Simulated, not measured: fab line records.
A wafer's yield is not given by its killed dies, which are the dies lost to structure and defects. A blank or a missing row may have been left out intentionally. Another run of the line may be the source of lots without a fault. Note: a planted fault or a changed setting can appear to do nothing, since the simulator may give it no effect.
fab line records	flow n5_finfet
record lots=24	wafers=72	last_day=18
route steps=1938 shown MOL_CONTACT_COAG@602 BEOL_M0_SAQP@637
lots that met no fault: taken from a fault-free run of the same line
start_h: hours from the record's first day to the start of the lot's first wafer shown	wait_h: hours since the lot's step before	" repeats the value in the row above	L1.1+2: a single row standing in for several wafers	- no value present, or no start provided	* or withheld: withheld	< > ~ a bound
route shown NAME@n: a module of which the file shows steps, and the number in the route of the first	usual: mean/standard deviation taken from wafers without a fault	same: alike in all rows	chamber/n: place in a boat	sites: readings site by site	_std_site: the values' standard deviation	_edge_site: inner sites' mean taken away from outer sites' mean	radius_mm: for every site, how far away it sits from the centre of the wafer	mask NAME#n: copy n	behind: the most recent tool/chamber to have shaped the wafer	hold: the reason the lot was held/the length of the hold in hours/how it ended	device: names the non-switching transistor (n, p or np)	end of line: the same wafers' tests at the end of the route	step lacking rows: just its recipe	killed: not the wafer's yield, but the dies lost to structure and defects at the first sort	map: the dies of a wafer, with x for killed, . for not killed, _ for no die there
set.NAME: the setting that was run; set.NAME@STEP: the one run at that earlier step	model.NAME: the simulator's own value behind a step, which no gauge read
a sample of lots followed through the steps of the route, with each step as a table and each wafer as a row
services: the hour from which a tool's chamber was out of use, counted from the record's first day as start_h (under 0 if before that day), plus the number of hours and why
## steps
# step N5_MOL_CONTACT_COAG_CD_MEAS_40
# recipe target_cd_nm=25.1	landing_energy_ev=500	detector=se_inlens	polarity=opening
# usual cd_nm=25.15/0.25
lot.wafer	tool	chamber	start_h	wait_h	cd_nm
L074.3	cd_sem-02	0	106.06	-	25.08
L074.5	"	0	"	"	25.25
L074.6	"	0	"	"	25.39
L075.2	cd_sem-02	0	109.84	-	25.01
L075.5	"	0	"	"	24.90
L075.6	"	0	"	"	25.10
L076.1	cd_sem-02	0	114.42	-	25.30
L076.4	"	0	"	"	25.49
L076.6	"	0	"	"	24.95
L077.2	cd_sem-02	0	123.39	-	24.91
L077.3	"	0	"	"	25.49
L077.4	"	0	"	"	25.30
L078.3	cd_sem-03	0	127.78	-	25.81
L078.4	"	0	"	"	25.36
L078.6	"	0	"	"	25.28
L079.1	cd_sem-03	0	131.65	-	25.22
L079.4	"	0	"	"	25.16
L079.6	"	0	"	"	25.01
L080.1	cd_sem-03	0	134.78	-	25.42
L080.2	"	0	"	"	25.24
L080.3	"	0	"	"	25.19
L081.2	cd_sem-03	0	143.82	-	25.60
L081.4	"	0	"	"	25.04
L081.6	"	0	"	"	25.16
L082.2	cd_sem-01	0	150.46	-	25.10
L082.3	"	0	"	"	25.50
L082.6	"	0	"	"	25.55
L083.1	cd_sem-01	0	158.14	-	25.19
L083.3	"	0	"	"	24.61
L083.6	"	0	"	"	24.76
L084.1	cd_sem-02	0	158.95	-	25.25
L084.2	"	0	"	"	25.27
L084.5	"	0	"	"	25.45
L085.4	cd_sem-01	0	174.33	-	24.63
L085.5	"	0	"	"	24.82
L085.6	"	0	"	"	25.17
L086.2	cd_sem-02	0	176.45	-	24.97
L086.4	"	0	"	"	25.42
L086.6	"	0	"	"	25.40
L087.1	cd_sem-02	0	181.51	-	25.22
L087.2	"	0	"	"	25.07
L087.3	"	0	"	"	25.24
L088.1	cd_sem-01	0	187.45	-	25.18
L088.2	"	0	"	"	25.59
L088.3	"	0	"	"	25.16
L089.1	cd_sem-03	0	189.52	-	25.08
L089.3	"	0	"	"	25.29
L089.4	"	0	"	"	24.94
L090.2	cd_sem-02	0	196.61	-	24.85
L090.3	"	0	"	"	24.98
L090.5	"	0	"	"	25.28
L091.3	cd_sem-03	0	199.49	-	25.02
L091.4	"	0	"	"	25.21
L091.6	"	0	"	"	24.99
L092.2	cd_sem-03	0	213.47	-	25.18
L092.4	"	0	"	"	25.44
L092.6	"	0	"	"	24.91
L093.1	cd_sem-03	0	215.77	-	25.00
L093.4	"	0	"	"	25.12
L093.6	"	0	"	"	25.31
L094.1	cd_sem-03	0	220.56	-	24.96
L094.2	"	0	"	"	25.29
L094.3	"	0	"	"	25.10
L095.3	cd_sem-02	0	233.26	-	25.16
L095.5	"	0	"	"	25.30
L095.6	"	0	"	"	24.97
L096.2	cd_sem-02	0	236.62	-	24.52
L096.3	"	0	"	"	24.87
L096.5	"	0	"	"	25.12
L097.2	cd_sem-01	0	237.29	-	25.00
L097.4	"	0	"	"	24.87
L097.5	"	0	"	"	24.90
# step N5_MOL_CONTACT_COAG_ETCHBACK_136
# recipe chemistry=CHF3	target=SiO2	target_depth_a=250	time_s=16.7	ion_energy_ev=200	pressure_mtorr=30	source_w=610	bias_w=170	Ar_flow_sccm=200	CHF3_flow_sccm=50
# usual drypump_motor_current_A=5.7/0.4	oes_product_au=0.79/0.11	rf_vpp_V=515/15	showerhead_plenum_p_Torr=2.37/0.1	throttle_valve_pct=18.64/0.21
lot.wafer	tool	chamber	start_h	wait_h	drypump_motor_current_A	oes_product_au	rf_hours_counter_h	rf_vpp_V	showerhead_plenum_p_Torr	throttle_valve_pct
L074.3	rie_diel-04	3	106.72	0.0	6.0	0.66	246	532	2.36	18.64
L074.5	"	2	"	"	5.3	0.70	-	509	2.36	18.90
L074.6	"	3	"	"	6.1	0.65	-	531	2.36	18.65
L075.2	rie_diel-04	3	110.49	0.0	6.1	0.64	248	532	2.35	18.65
L075.5	"	3	"	"	6.1	0.65	-	532	2.35	18.63
L075.6	"	0	"	"	5.6	0.91	-	527	2.52	18.60
L076.1	rie_diel-05	1	114.98	0.0	6.1	0.77	134	525	2.47	18.74
L076.4	"	1	"	"	6.2	0.77	-	525	2.47	18.74
L076.6	"	0	"	"	5.1	0.69	-	486	2.46	18.72
L077.2	rie_diel-05	2	124.36	0.0	5.4	0.75	153	525	2.18	18.54
L077.3	"	0	"	"	5.1	0.69	248	486	2.46	18.72
L077.4	"	1	"	"	6.1	0.77	137	524	2.47	18.74
L078.3	rie_diel-04	1	128.54	0.0	5.4	0.71	203	514	2.46	18.47
L078.4	"	1	"	"	5.4	0.71	-	516	2.46	18.49
L078.6	"	2	"	"	5.3	0.69	-	510	2.35	18.93
L079.1	rie_diel-02	2	132.60	0.0	5.6	0.70	221	499	2.35	18.88
L079.4	"	2	"	"	5.6	0.70	-	499	2.35	18.90
L079.6	"	3	"	"	6.6	0.69	-	507	2.38	18.53
L080.1	rie_diel-05	1	135.34	0.0	6.2	0.77	141	524	2.47	18.75
L080.2	"	2	"	"	5.5	0.74	157	525	2.18	18.57
L080.3	"	3	"	"	5.5	0.99	7	510	2.36	18.89
L081.2	rie_diel-05	3	144.56	0.0	5.5	0.97	8	510	2.36	18.86
L081.4	"	3	"	"	5.5	0.97	-	511	2.36	18.89
L081.6	"	1	"	"	6.1	0.76	-	526	2.47	18.73
L082.2	rie_diel-05	3	151.24	0.0	5.5	0.97	12	510	2.36	18.90
L082.3	"	1	"	"	6.1	0.76	146	525	2.47	18.75
L082.6	"	2	"	"	5.5	0.74	-	524	2.18	18.56
L083.1	rie_diel-05	3	158.92	0.0	5.5	0.95	15	511	2.36	18.88
L083.3	"	1	"	"	6.1	0.76	150	525	2.47	18.75
L083.6	"	2	"	"	5.5	0.73	-	524	2.18	18.58
L084.1	rie_diel-04	3	159.51	0.0	6.1	0.99	2	532	2.35	18.33
L084.2	"	0	"	"	5.6	0.88	42	530	2.51	18.61
L084.5	"	2	"	"	5.3	0.68	-	509	2.35	18.95
L085.4	rie_diel-05	2	174.98	0.0	5.4	0.73	170	525	2.18	18.56
L085.5	"	1	"	"	6.1	0.75	-	524	2.46	18.78
L085.6	"	2	"	"	5.5	0.73	-	525	2.18	18.58
L086.2	rie_diel-02	0	177.04	0.0	6.1	0.68	213	496	2.28	18.63
L086.4	"	0	"	"	6.1	0.68	-	496	2.28	18.62
L086.6	"	2	"	"	5.6	0.69	-	497	2.34	18.90
L087.1	rie_diel-04	3	182.36	0.0	6.0	0.94	12	530	2.35	18.36
L087.2	"	2	"	"	5.3	0.68	242	509	2.34	18.97
L087.3	"	0	"	"	5.6	0.87	51	527	2.51	18.66
L088.1	rie_diel-05	2	188.21	0.0	5.5	0.72	175	525	2.17	18.59
L088.2	"	0	"	"	5.1	0.94	10	486	2.46	18.28
L088.3	"	1	"	"	6.1	0.75	159	525	2.46	18.77
L089.1	rie_diel-02	0	190.09	0.0	6.1	0.68	217	495	2.27	18.64
L089.3	"	3	"	"	6.6	0.68	213	506	2.37	18.56
L089.4	"	1	"	"	5.9	0.92	14	537	2.42	18.24
L090.2	rie_diel-05	0	197.27	0.0	5.1	0.94	14	487	2.45	18.30
L090.3	"	1	"	"	6.2	0.75	163	521	2.46	18.77
L090.5	"	0	"	"	5.1	0.94	-	488	2.45	18.30
L091.3	rie_diel-05	2	200.05	0.0	5.5	0.71	180	525	2.17	18.60
L091.4	"	3	"	"	5.5	0.91	29	508	2.35	18.92
L091.6	"	1	"	"	6.1	0.74	-	524	2.46	18.77
L092.2	rie_diel-02	1	214.47	0.0	5.9	0.90	24	537	2.41	18.27
L092.4	"	1	"	"	5.9	0.89	-	537	2.41	18.26
L092.6	"	0	"	"	6.1	0.67	-	496	2.27	18.66
L093.1	rie_diel-04	0	216.62	0.0	5.6	0.84	66	528	2.50	18.66
L093.4	"	0	"	"	5.6	0.83	-	527	2.50	18.67
L093.6	"	3	"	"	6.1	0.90	-	531	2.34	18.38
L094.1	rie_diel-02	0	221.12	0.0	6.1	0.67	230	495	2.27	18.65
L094.2	"	1	"	"	5.9	0.89	28	537	2.41	18.27
L094.3	"	3	"	"	6.6	0.67	225	507	2.37	18.60
L095.3	rie_diel-05	0	234.17	0.0	5.1	0.89	29	487	2.45	18.31
L095.5	"	0	"	"	5.1	0.90	-	487	2.45	18.33
L095.6	"	1	"	"	6.1	0.72	-	523	2.45	18.81
L096.2	rie_diel-05	0	237.63	0.0	5.1	0.90	31	486	2.45	18.33
L096.3	"	1	"	"	6.2	0.73	180	524	2.45	18.80
L096.5	"	3	"	"	5.6	0.89	-	509	2.35	18.91
L097.2	rie_diel-02	2	238.14	0.0	5.6	0.93	4	497	2.34	18.49
L097.4	"	0	"	"	6.1	0.67	237	495	2.27	18.65
L097.5	"	1	"	"	5.9	0.88	-	537	2.41	18.28
# step N5_MOL_CONTACT_COAG_STRIP_49
# recipe chemistry=N2/H2	time_s=30	power_w=1000	temp_c=250	pressure_mtorr=withheld	n2_flow_sccm=1750	h2_flow_sccm=3250
# usual drypump_motor_current_A=5.54/0.17	h2_flow_sccm=3250/9.4	heater_power_w=342/28
lot.wafer	tool	chamber	start_h	wait_h	drypump_motor_current_A	h2_flow_sccm	heater_power_w	rf_hours_counter_h
L074.3	plasma_asher-01	1	106.98	-	5.69	3251	313	-
L074.5	"	1	"	"	5.70	3255	312	-
L074.6	"	0	"	"	5.24	3247	379	-
L075.2	plasma_asher-01	0	110.72	-	5.26	3249	377	44
L075.5	"	0	"	"	5.28	3248	380	-
L075.6	"	1	"	"	5.67	3243	314	-
L076.1	plasma_asher-02	1	115.22	-	5.58	3235	351	94
L076.4	"	1	"	"	5.57	3260	353	-
L076.6	"	0	"	"	5.65	3266	335	-
L077.2	plasma_asher-02	1	124.60	-	5.57	3252	333	95
L077.3	"	0	"	"	5.63	3247	325	-
L077.4	"	1	"	"	5.56	3259	351	-
L078.3	plasma_asher-01	1	128.80	-	5.72	3259	309	-
L078.4	"	0	"	"	5.29	3261	380	-
L078.6	"	0	"	"	5.26	3256	374	-
L079.1	plasma_asher-01	1	132.83	-	5.70	3244	305	48
L079.4	"	1	"	"	5.69	3240	303	-
L079.6	"	0	"	"	5.24	3249	389	-
L080.1	plasma_asher-01	0	135.58	-	5.28	3262	374	48
L080.2	"	1	"	"	5.72	3244	306	48
L080.3	"	1	"	"	5.73	3236	314	-
L081.2	plasma_asher-01	0	144.80	-	5.27	3244	380	50
L081.4	"	0	"	"	5.26	3252	373	-
L081.6	"	1	"	"	5.70	3243	304	-
L082.2	plasma_asher-02	1	151.48	-	5.55	3249	352	100
L082.3	"	0	"	"	5.63	3237	340	-
L082.6	"	1	"	"	5.57	3252	351	-
L083.1	plasma_asher-02	0	159.16	-	5.65	3240	339	102
L083.3	"	1	"	"	5.55	3222	356	-
L083.6	"	1	"	"	5.54	3234	352	-
L084.1	plasma_asher-02	0	159.74	-	5.69	3260	326	102
L084.2	"	1	"	"	5.57	3230	360	102
L084.5	"	1	"	"	5.58	3233	352	-
L085.4	plasma_asher-01	0	175.23	-	5.25	3256	375	-
L085.5	"	1	"	"	5.69	3259	300	-
L085.6	"	0	"	"	5.25	3259	377	-
L086.2	plasma_asher-01	1	177.28	-	5.70	3263	306	57
L086.4	"	1	"	"	5.73	3269	310	-
L086.6	"	0	"	"	5.29	3244	380	-
L087.1	plasma_asher-01	1	182.60	-	5.69	3273	307	58
L087.2	"	0	"	"	5.29	3249	384	58
L087.3	"	0	"	"	5.26	3245	375	-
L088.1	plasma_asher-02	1	188.45	-	5.56	3237	348	108
L088.2	"	0	"	"	5.65	3255	340	108
L088.3	"	1	"	"	5.54	3254	344	-
L089.1	plasma_asher-02	0	190.32	-	5.64	3263	324	108
L089.3	"	1	"	"	5.57	3258	342	-
L089.4	"	0	"	"	5.66	3251	337	-
L090.2	plasma_asher-02	0	197.50	-	5.65	3256	338	110
L090.3	"	0	"	"	5.67	3254	334	-
L090.5	"	1	"	"	5.58	3251	351	-
L091.3	plasma_asher-02	1	200.30	-	5.53	3245	358	-
L091.4	"	0	"	"	5.63	3249	335	-
L091.6	"	1	"	"	5.55	3254	345	-
L092.2	plasma_asher-02	0	215.12	-	5.64	3229	335	114
L092.4	"	0	"	"	5.66	3251	335	-
L092.6	"	0	"	"	5.66	3247	335	-
L093.1	plasma_asher-01	0	216.85	-	5.29	3266	394	64
L093.4	"	1	"	"	5.72	3241	303	-
L093.6	"	1	"	"	5.70	3248	298	-
L094.1	plasma_asher-01	1	221.35	-	5.70	3257	299	65
L094.2	"	0	"	"	5.26	3246	379	65
L094.3	"	0	"	"	5.25	3261	375	-
L095.3	plasma_asher-02	1	234.42	-	5.56	3247	353	-
L095.5	"	0	"	"	5.67	3259	340	-
L095.6	"	1	"	"	5.55	3257	353	-
L096.2	plasma_asher-01	1	237.86	-	5.71	3252	311	69
L096.3	"	1	"	"	5.72	3250	309	-
L096.5	"	1	"	"	5.70	3249	305	-
L097.2	plasma_asher-01	0	238.37	-	5.27	3263	378	69
L097.4	"	0	"	"	5.27	3234	385	-
L097.5	"	0	"	"	5.27	3225	378	-
# step N5_BEOL_M0_SAQP_PECVD_97
# recipe material=SiNx	target_thk_a=230	temp_c=350	precursor=SiH4/NH3/N2	pressure_torr=1.5	rf_w=300	time_s=19.9
# usual heater_power_w=598/96	showerhead_plenum_p_Torr=5.17/0.04	throttle_valve_pct=39.5/2.3
lot.wafer	tool	chamber	start_h	wait_h	heater_power_w	showerhead_plenum_p_Torr	throttle_valve_pct
L074.3	pecvd-02	0	113.74	0.0	625	5.15	38.1
L074.5	"	1	"	"	439	5.21	37.9
L074.6	"	0	"	"	614	5.14	38.0
L075.2	pecvd-04	1	117.66	0.0	621	5.09	42.0
L075.5	"	0	"	"	617	5.21	43.8
L075.6	"	1	"	"	610	5.10	41.9
L076.1	pecvd-02	1	120.10	0.0	383	5.21	37.8
L076.4	"	1	"	"	381	5.20	37.6
L076.6	"	2	"	"	640	5.14	36.0
L077.2	pecvd-04	1	129.62	0.0	616	5.09	41.9
L077.3	"	2	"	"	579	5.20	39.8
L077.4	"	2	"	"	584	5.18	39.6
L078.3	pecvd-01	1	134.99	0.0	566	5.19	41.4
L078.4	"	0	"	"	690	5.15	38.3
L078.6	"	1	"	"	572	5.20	41.5
L079.1	pecvd-01	2	138.01	0.0	515	5.17	37.3
L079.4	"	1	"	"	632	5.21	41.6
L079.6	"	0	"	"	764	5.12	38.6
L080.1	pecvd-04	2	141.31	0.0	578	5.18	39.7
L080.2	"	0	"	"	578	5.23	43.7
L080.3	"	1	"	"	636	5.09	41.7
L081.2	pecvd-04	2	149.94	0.0	540	5.19	39.5
L081.4	"	1	"	"	684	5.09	41.7
L081.6	"	0	"	"	625	5.22	43.6
L082.2	pecvd-01	0	157.26	0.0	733	5.12	38.3
L082.3	"	1	"	"	637	5.20	41.2
L082.6	"	0	"	"	745	5.13	38.5
L083.1	pecvd-02	2	164.30	0.0	566	5.16	36.2
L083.3	"	0	"	"	681	5.15	38.5
L083.6	"	2	"	"	540	5.15	36.3
L084.1	pecvd-01	0	168.29	0.0	774	5.12	38.4
L084.2	"	2	"	"	513	5.17	37.5
L084.5	"	0	"	"	768	5.13	38.1
L085.4	pecvd-02	2	180.25	0.0	593	5.16	36.3
L085.5	"	0	"	"	659	5.15	38.6
L085.6	"	1	"	"	406	5.22	37.7
L086.2	pecvd-01	2	185.47	0.0	517	5.16	37.5
L086.4	"	2	"	"	535	5.18	37.6
L086.6	"	0	"	"	779	5.13	38.3
L087.1	pecvd-01	1	190.95	0.0	588	5.20	41.4
L087.2	"	0	"	"	764	5.12	38.6
L087.3	"	2	"	"	548	5.19	37.4
L088.1	pecvd-02	1	193.02	0.0	424	5.21	37.8
L088.2	"	0	"	"	621	5.16	38.8
L088.3	"	2	"	"	641	5.15	36.2
L089.1	pecvd-02	1	197.53	0.0	423	5.19	38.0
L089.3	"	2	"	"	643	5.16	36.4
L089.4	"	1	"	"	422	5.21	37.8
L090.2	pecvd-02	0	202.46	0.0	676	5.16	39.0
L090.3	"	2	"	"	592	5.15	36.3
L090.5	"	2	"	"	607	5.15	36.6
L091.3	pecvd-04	2	206.98	0.0	507	5.19	39.9
L091.4	"	1	"	"	684	5.09	41.9
L091.6	"	2	"	"	535	5.18	40.0
L092.2	pecvd-01	1	221.91	0.0	593	5.21	41.4
L092.4	"	1	"	"	591	5.19	41.5
L092.6	"	2	"	"	540	5.19	37.4
L093.1	pecvd-04	1	224.10	0.0	703	5.08	41.8
L093.4	"	0	"	"	620	5.21	43.9
L093.6	"	2	"	"	575	5.18	40.1
L094.1	pecvd-04	2	226.06	0.0	577	5.19	40.2
L094.2	"	1	"	"	681	5.09	41.7
L094.3	"	0	"	"	569	5.20	43.8
L095.3	pecvd-04	2	239.76	0.0	501	5.19	40.1
L095.5	"	0	"	"	616	5.23	43.7
L095.6	"	2	"	"	506	5.19	39.9
L096.2	pecvd-01	2	245.94	0.0	520	5.18	37.6
L096.3	"	0	"	"	796	5.13	38.6
L096.5	"	2	"	"	540	5.17	37.5
L097.2	pecvd-01	0	246.66	0.0	756	5.12	38.4
L097.4	"	1	"	"	631	5.19	41.6
L097.5	"	2	"	"	483	5.18	37.7
# step N5_BEOL_M0_SAQP_RECESS_114
# recipe chemistry=HF/NH3	target=SiO2	target_depth_a=144	afs_cycles=3	temp_c=30	sublimation_temp_c=180	sublimation_time_s=60
# usual drypump_motor_current_A=5.83/0.14	sublimation_temp_c=179.98/0.16
# same afs_cycles=3	sublimation_time_s=60
lot.wafer	tool	chamber	start_h	wait_h	drypump_motor_current_A	sublimation_temp_c
L074.3	vapor_etch-02	1	115.02	0.2	5.70	180.02
L074.5	"	1	"	"	5.68	180.09
L074.6	"	0	"	"	5.81	180.27
L075.2	vapor_etch-02	1	119.23	0.0	5.70	179.83
L075.5	"	0	"	"	5.83	180.03
L075.6	"	1	"	"	5.72	179.70
L076.1	vapor_etch-01	0	121.31	0.0	5.73	179.98
L076.4	"	0	"	"	5.73	179.85
L076.6	"	0	"	"	5.76	179.62
L077.2	vapor_etch-01	0	130.71	0.0	5.76	179.85
L077.3	"	1	"	"	6.06	179.94
L077.4	"	0	"	"	5.74	180.03
L078.3	vapor_etch-02	1	136.32	0.1	5.68	180.00
L078.4	"	0	"	"	5.83	179.89
L078.6	"	0	"	"	5.83	179.92
L079.1	vapor_etch-02	0	139.09	0.0	5.83	180.23
L079.4	"	1	"	"	5.71	180.04
L079.6	"	0	"	"	5.82	180.29
L080.1	vapor_etch-02	1	143.08	0.1	5.68	180.18
L080.2	"	0	"	"	5.82	179.86
L080.3	"	1	"	"	5.69	180.05
L081.2	vapor_etch-01	1	151.02	0.0	6.08	179.80
L081.4	"	0	"	"	5.77	180.11
L081.6	"	0	"	"	5.75	179.90
L082.2	vapor_etch-01	0	158.48	0.0	5.76	180.02
L082.3	"	0	"	"	5.81	179.85
L082.6	"	0	"	"	5.75	179.63
L083.1	vapor_etch-01	1	165.51	0.0	6.07	179.86
L083.3	"	0	"	"	5.73	180.02
L083.6	"	0	"	"	5.76	179.78
L084.1	vapor_etch-01	1	169.51	0.0	6.09	180.16
L084.2	"	0	"	"	5.76	180.06
L084.5	"	0	"	"	5.79	180.09
L085.4	vapor_etch-02	1	181.54	0.1	5.70	179.86
L085.5	"	1	"	"	5.70	179.84
L085.6	"	0	"	"	5.83	180.10
L086.2	vapor_etch-02	1	186.59	0.0	5.72	179.93
L086.4	"	1	"	"	5.71	180.18
L086.6	"	1	"	"	5.72	180.38
L087.1	vapor_etch-02	0	192.16	0.0	5.83	179.68
L087.2	"	1	"	"	5.70	180.08
L087.3	"	0	"	"	5.82	179.72
L088.1	vapor_etch-02	1	194.21	0.1	5.70	179.90
L088.2	"	0	"	"	5.82	179.97
L088.3	"	0	"	"	5.81	180.14
L089.1	vapor_etch-01	0	198.86	0.0	5.76	180.15
L089.3	"	0	"	"	5.73	179.93
L089.4	"	1	"	"	6.10	180.04
L090.2	vapor_etch-02	1	203.83	0.0	5.70	179.78
L090.3	"	1	"	"	5.69	180.10
L090.5	"	1	"	"	5.70	179.93
L091.3	vapor_etch-02	0	208.44	0.1	5.83	180.08
L091.4	"	1	"	"	5.71	179.72
L091.6	"	1	"	"	5.69	180.13
L092.2	vapor_etch-01	1	223.12	0.0	6.08	180.07
L092.4	"	1	"	"	6.05	180.05
L092.6	"	0	"	"	5.76	180.17
L093.1	vapor_etch-01	0	225.32	0.0	5.81	179.82
L093.4	"	1	"	"	6.07	180.08
L093.6	"	0	"	"	5.76	179.75
L094.1	vapor_etch-02	0	227.27	0.0	5.83	180.07
L094.2	"	1	"	"	5.69	180.17
L094.3	"	0	"	"	5.82	180.32
L095.3	vapor_etch-01	1	241.22	0.1	6.06	179.92
L095.5	"	1	"	"	6.09	179.88
L095.6	"	0	"	"	5.79	179.90
L096.2	vapor_etch-02	1	247.09	0.0	5.70	180.00
L096.3	"	0	"	"	5.83	179.92
L096.5	"	1	"	"	5.69	179.82
L097.2	vapor_etch-01	0	247.92	0.0	5.75	179.86
L097.4	"	1	"	"	6.06	180.01
L097.5	"	0	"	"	5.76	179.93
# step N5_BEOL_M0_SAQP_ETCH_102
# recipe chemistry=CF4	target=SiO2	target_depth_a=40	ion_energy_ev=350	time_s=4.4	pressure_mtorr=10	icp_w=800	bias_w=400	cf4_flow_sccm=80
# usual drypump_motor_current_A=5.6/0.43	oes_product_au=0.981/0.022	throttle_valve_pct=21.88/0.29
lot.wafer	tool	chamber	start_h	wait_h	drypump_motor_current_A	oes_product_au	rf_hours_counter_h	throttle_valve_pct
L074.3	rie_si-06	3	116.10	0.1	6.2	1.032	156	22.02
L074.5	"	3	"	"	6.2	1.021	-	22.02
L074.6	"	0	"	"	5.9	0.937	-	21.35
L075.2	rie_si-01	3	120.43	0.1	5.8	0.959	35	21.89
L075.5	"	0	"	"	5.0	0.980	-	22.05
L075.6	"	3	"	"	5.8	0.962	-	21.88
L076.1	rie_si-01	1	122.51	0.1	5.2	0.982	10	21.31
L076.4	"	0	"	"	5.0	0.981	148	22.04
L076.6	"	3	"	"	5.8	0.983	-	21.89
L077.2	rie_si-04	0	131.91	0.1	5.5	1.004	110	22.28
L077.3	"	3	"	"	5.6	0.966	145	22.30
L077.4	"	1	"	"	5.5	0.944	87	21.95
L078.3	rie_si-01	0	137.41	0.1	5.0	0.994	149	22.04
L078.4	"	2	"	"	5.7	0.973	69	21.94
L078.6	"	2	"	"	5.7	0.960	-	21.94
L079.1	rie_si-01	3	140.41	0.1	5.8	0.967	35	21.89
L079.4	"	2	"	"	5.7	0.967	69	21.92
L079.6	"	2	"	"	5.8	0.970	-	21.93
L080.1	rie_si-06	2	144.74	0.1	5.2	0.998	1	21.90
L080.2	"	3	"	"	6.2	1.025	157	22.02
L080.3	"	0	"	"	5.9	0.944	163	21.36
L081.2	rie_si-01	3	152.22	0.1	5.8	0.969	35	21.88
L081.4	"	0	"	"	5.0	0.997	149	22.05
L081.6	"	2	"	"	5.7	0.990	-	21.94
L082.2	rie_si-04	0	159.82	0.1	5.5	1.001	111	22.26
L082.3	"	1	"	"	5.5	0.941	87	21.95
L082.6	"	0	"	"	5.5	1.008	-	22.28
L083.1	rie_si-01	1	166.71	0.1	5.2	0.985	11	21.33
L083.3	"	2	"	"	5.7	0.968	70	21.94
L083.6	"	3	"	"	5.8	0.971	-	21.89
L084.1	rie_si-01	2	170.73	0.1	5.8	0.977	70	21.93
L084.2	"	3	"	"	5.8	0.977	36	21.90
L084.5	"	0	"	"	5.0	1.007	-	22.04
L085.4	rie_si-06	1	183.43	0.0	6.3	0.998	46	21.91
L085.5	"	1	"	"	6.3	0.989	-	21.91
L085.6	"	0	"	"	5.9	0.944	-	21.35
L086.2	rie_si-01	2	187.79	0.1	5.7	0.957	70	21.92
L086.4	"	3	"	"	5.8	0.962	36	21.90
L086.6	"	0	"	"	5.0	0.983	-	22.04
L087.1	rie_si-06	0	193.36	0.1	5.9	0.942	164	21.37
L087.2	"	1	"	"	6.3	0.996	47	21.92
L087.3	"	3	"	"	6.2	1.025	158	22.02
L088.1	rie_si-04	3	195.41	0.1	5.6	0.987	146	22.28
L088.2	"	1	"	"	5.5	0.946	88	21.94
L088.3	"	2	"	"	6.5	1.002	22	22.00
L089.1	rie_si-01	0	200.56	0.1	5.0	0.994	150	22.05
L089.3	"	1	"	"	5.2	0.985	11	21.31
L089.4	"	0	"	"	5.0	0.986	-	22.05
L090.2	rie_si-04	0	205.04	0.1	5.5	0.993	112	22.28
L090.3	"	3	"	"	5.6	0.977	146	22.29
L090.5	"	0	"	"	5.5	0.984	-	22.25
L091.3	rie_si-06	2	210.32	0.1	5.2	0.999	2	21.88
L091.4	"	3	"	"	6.3	1.038	158	22.01
L091.6	"	0	"	"	5.9	0.962	-	21.36
L092.2	rie_si-04	3	224.33	0.1	5.6	0.973	146	22.29
L092.4	"	0	"	"	5.5	1.003	112	22.26
L092.6	"	3	"	"	5.6	0.979	-	22.29
L093.1	rie_si-01	2	226.80	0.1	5.7	0.969	71	21.92
L093.4	"	1	"	"	5.2	0.985	12	21.34
L093.6	"	2	"	"	5.7	0.960	-	21.93
L094.1	rie_si-01	1	228.53	0.1	5.2	0.981	12	21.31
L094.2	"	2	"	"	5.7	0.955	71	21.93
L094.3	"	0	"	"	5.0	0.987	150	22.04
L095.3	rie_si-04	3	242.41	0.1	5.6	0.976	147	22.28
L095.5	"	2	"	"	6.5	1.004	-	22.01
L095.6	"	1	"	"	5.5	0.957	-	21.95
L096.2	rie_si-01	1	248.29	0.1	5.2	0.994	12	21.32
L096.3	"	3	"	"	5.8	0.975	37	21.89
L096.5	"	0	"	"	5.0	0.986	-	22.03
L097.2	rie_si-06	0	249.12	0.1	5.9	0.956	165	21.35
L097.4	"	3	"	"	6.2	1.004	159	22.02
L097.5	"	1	"	"	6.3	0.986	-	21.92
## services
tool	chamber	start_h	hours	kind
rie_diel-04	1	84.16	5.7	repair
plasma_asher-02	-	95.35	2.5	repair
rie_si-01	-	95.36	2.8	pm
rie_diel-05	3	98.30	-	clean
rie_diel-05	3	98.30	-	consumable_replace:focus_ring
rie_diel-05	3	98.30	19.9	scheduled_down
rie_diel-05	3	98.30	19.9	vent_cycle
pecvd-04	0	105.24	3.2	repair
pecvd-01	-	127.62	5.5	pm
rie_diel-05	0	132.26	-	clean
rie_diel-04	3	143.18	13.8	repair
rie_diel-05	-	164.14	0.3	repair
rie_diel-05	-	171.64	2.2	repair
rie_diel-02	3	173.21	5.4	repair
rie_diel-04	1	175.48	62.1	repair
rie_si-01	3	200.01	3.4	repair
rie_diel-05	3	201.47	13.7	repair
plasma_asher-01	-	213.40	2.8	pm
rie_diel-05	2	219.41	2.6	repair
vapor_etch-02	-	224.06	1.6	repair
rie_diel-02	3	230.91	5.1	repair
pecvd-01	-	238.21	2.8	pm
pecvd-02	-	240.84	1.9	repair
pecvd-01	-	243.67	0.6	repair
## key
fault none
